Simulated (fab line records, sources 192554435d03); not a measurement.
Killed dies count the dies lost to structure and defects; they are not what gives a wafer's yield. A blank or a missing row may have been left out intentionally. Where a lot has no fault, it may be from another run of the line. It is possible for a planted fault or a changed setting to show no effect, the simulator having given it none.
Chamber matching || flow n5Finfet || N5_FIN_SAQP_ETCH_65 on rieSi-01: 4 sister chambers
The step etches SiO2 in CF4, target depth 4 nm, time 4.4 s. 4 wafers are shown with their chamber, then 7 later ones without.

EACH WAFER AND ITS CHAMBER
{"wafer": "L086.1", "chamber": 2, "throttleValvePct (%)": 21.67}
{"wafer": "L091.5", "chamber": 1, "throttleValvePct (%)": 21.27}
{"wafer": "L092.2", "chamber": 0, "throttleValvePct (%)": 22.17}
{"wafer": "L092.4", "chamber": 3, "throttleValvePct (%)": 21.94}

WAFERS WITH NO CHAMBER GIVEN
{"wafer": "L092.6", "throttleValvePct (%)": 21.27}
{"wafer": "L094.1", "throttleValvePct (%)": 22.18}
{"wafer": "L094.2", "throttleValvePct (%)": 21.67}
{"wafer": "L094.6", "throttleValvePct (%)": 21.30}
{"wafer": "L096.1", "throttleValvePct (%)": 21.95}
{"wafer": "L096.4", "throttleValvePct (%)": 21.29}
{"wafer": "L096.6", "throttleValvePct (%)": 21.94}

CHAMBER TAKEN BY EACH
{"wafer": "L092.6", "from the rows above": 1, "in truth": 1}
{"wafer": "L094.1", "from the rows above": 0, "in truth": 0}
{"wafer": "L094.2", "from the rows above": 2, "in truth": 2}
{"wafer": "L094.6", "from the rows above": 1, "in truth": 1}
{"wafer": "L096.1", "from the rows above": 3, "in truth": 3}
{"wafer": "L096.4", "from the rows above": 1, "in truth": 1}
{"wafer": "L096.6", "from the rows above": 3, "in truth": 3}
7 of 7 placed correctly. Can't be placed from these rows: 0. Wrongly placed: 0.
How it was worked out, from the rows above alone: a wafer's distance from a chamber is the root of the sum, over the readings, of the square of ((its reading less the chamber's mean) divided by the reading's scatter). The wafer belongs to the nearest chamber; if the next one is less than 2 further off, it can't be placed. Each chamber's mean is taken over the wafers shown for it. The scatter: root of mean squared gap, hidden wafer to nearest shown wafer, with one shown wafer a chamber.
